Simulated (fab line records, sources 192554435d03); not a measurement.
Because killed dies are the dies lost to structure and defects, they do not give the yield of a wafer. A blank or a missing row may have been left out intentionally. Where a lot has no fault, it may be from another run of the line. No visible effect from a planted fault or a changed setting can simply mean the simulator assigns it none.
What tool caused it? || flow n5Finfet || route of 1938 steps, sampled at 1 step: 12 lots, 36 wafers

WHAT EACH GAUGE READ, for each wafer
N5_BEOL_M7_INSPECT_30: inspects for defects (brightfield).
{"lot": "L077", "measured": "day 9 15:18", "on": "defectInspect-01", "rawDefectCount": "376 463 365"}
{"lot": "L075", "measured": "day 9 23:24", "on": "defectInspect-01", "rawDefectCount": "423 466 550"}
{"lot": "L079", "measured": "day 10 07:15", "on": "defectInspect-02", "rawDefectCount": "300 337 338"}
{"lot": "L081", "measured": "day 10 09:51", "on": "defectInspect-01", "rawDefectCount": "659 488 571"}
{"lot": "L083", "measured": "day 11 03:53", "on": "defectInspect-01", "rawDefectCount": "426 367 360"}
{"lot": "L086", "measured": "day 12 06:07", "on": "defectInspect-01", "rawDefectCount": "427 367 436"}
{"lot": "L084", "measured": "day 12 12:23", "on": "defectInspect-01", "rawDefectCount": "679 659 542"}
{"lot": "L090", "measured": "day 12 16:26", "on": "defectInspect-02", "rawDefectCount": "497 388 294"}
{"lot": "L091", "measured": "day 13 05:41", "on": "defectInspect-02", "rawDefectCount": "554 403 355"}
{"lot": "L093", "measured": "day 13 23:55", "on": "defectInspect-02", "rawDefectCount": "435 456 536"}
{"lot": "L096", "measured": "day 14 10:01", "on": "defectInspect-01", "rawDefectCount": "470 362 434"}
{"lot": "L097", "measured": "day 15 01:23", "on": "defectInspect-02", "rawDefectCount": "387 374 406"}

TOOL THAT RAN EACH LOT (tool first, then ch and the chambers of the sampled wafers, then the start)
The record shows no process step preceding these readings.

THE ANSWER, worked out from the rows above alone
Rule: usual is defined by the lots themselves. Put in order of their means at a reading, lots are off if they are a third of the lots or fewer, leave a main group of 4 or more, and stand apart from it by a gap of 3 or more times the standard deviation of the main group's means; of several such gaps the widest counts. The tables above print the reading to a certain number of digits; a main group whose means all agree to those digits is not used. Also off: a lot with no number at a reading for which 4 or more lots have one. The other lots that the step has rows for count as sound.
None of the lots is off at any reading shown; this tells nothing.

WHAT THE SIMULATOR HAD INSERTED
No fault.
